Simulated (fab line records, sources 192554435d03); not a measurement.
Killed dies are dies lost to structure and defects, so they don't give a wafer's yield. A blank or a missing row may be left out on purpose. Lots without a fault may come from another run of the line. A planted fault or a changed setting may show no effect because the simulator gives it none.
One fault seen from 3 desks | flow n5_finfet | each desk has only its own numbers; what lay behind them comes last

THE METROLOGY DESK
What the gauges read, lot by lot, whatever tool the lot ran on: means of the sampled wafers that have a number. A lot is out of limits, marked OUT, if its mean lies more than 4 standard deviations from the usual mean; the brackets give that distance.
Columns: A = cd_nm at N5_BEOL_M8_CD_MEAS_28, usual 40.06 nm; B = V7_OVL at N5_BEOL_M8_OVL_MEAS_29, usual 0.3 nm
lot  | first seen here | A     | B
L492 | day 10 19:14    | 39.96 | -0.4
L493 | day 11 15:36    | 39.98 | 0.3
L501 | day 12 20:13    | 39.96 | 0.8
L510 | day 15 21:35    | 40.12 | -0.4
L514 | day 16 16:15    | 40.16 | 0.0
This desk's finding: nothing out of limits on any of the 5 lots.

THE DEFECT DESK
What the inspections along the route counted, lot by lot: means of the sampled wafers that have a number. A lot is out of limits, marked OUT, if its mean lies more than 4 standard deviations from the usual mean; the brackets give that distance.
Columns: A = raw_defect_count at N5_BEOL_M8_INSPECT_30, usual 424
lot  | first seen here | A
L492 | day 10 19:19    | 299
L493 | day 11 15:41    | 438
L501 | day 12 20:18    | 392
L510 | day 15 21:40    | 374
L514 | day 16 16:20    | 472
This desk's finding: nothing out of limits on any of the 5 lots.

THE TOOL OWNER'S DESK: rie_diel-01
The tool's own readings at N5_BEOL_M8_ETCH_65 (etches SiARC in CF4, target depth 15.6 nm, time 26 s): means of the sampled wafers that have a number, for each lot that ran on this tool. A lot is out of limits, marked OUT, if its mean lies more than 4 standard deviations from the usual mean; the brackets give that distance.
Columns: A = drypump_motor_current_A at N5_BEOL_M8_ETCH_65, usual 5.6 A; B = etch_rf_on_time_s at N5_BEOL_M8_ETCH_65, usual 25.7 s; C = oes_product_au at N5_BEOL_M8_ETCH_65, usual 0.69 a.u.; D = rf_vpp_V at N5_BEOL_M8_ETCH_65, usual 184.1 V; E = showerhead_plenum_p_Torr at N5_BEOL_M8_ETCH_65, usual 2.15 Torr; F = throttle_valve_pct at N5_BEOL_M8_ETCH_65, usual 15.55 %
lot  | first seen here | A   | B    | C    | D     | E    | F
L493 | day 11 15:47    | 5.3 | 26.6 | 0.64 | 183.3 | 2.11 | 15.68
L501 | day 12 20:25    | 5.3 | 24.2 | 0.66 | 184.4 | 2.13 | 15.69
This desk's finding: nothing out of limits on any of the 2 lots.

PUT TOGETHER
The metrology desk saw nothing out of limits.
The defect desk saw nothing out of limits.
The tool owner's desk saw nothing out of limits.

WHAT THE SIMULATOR HAD PUT IN
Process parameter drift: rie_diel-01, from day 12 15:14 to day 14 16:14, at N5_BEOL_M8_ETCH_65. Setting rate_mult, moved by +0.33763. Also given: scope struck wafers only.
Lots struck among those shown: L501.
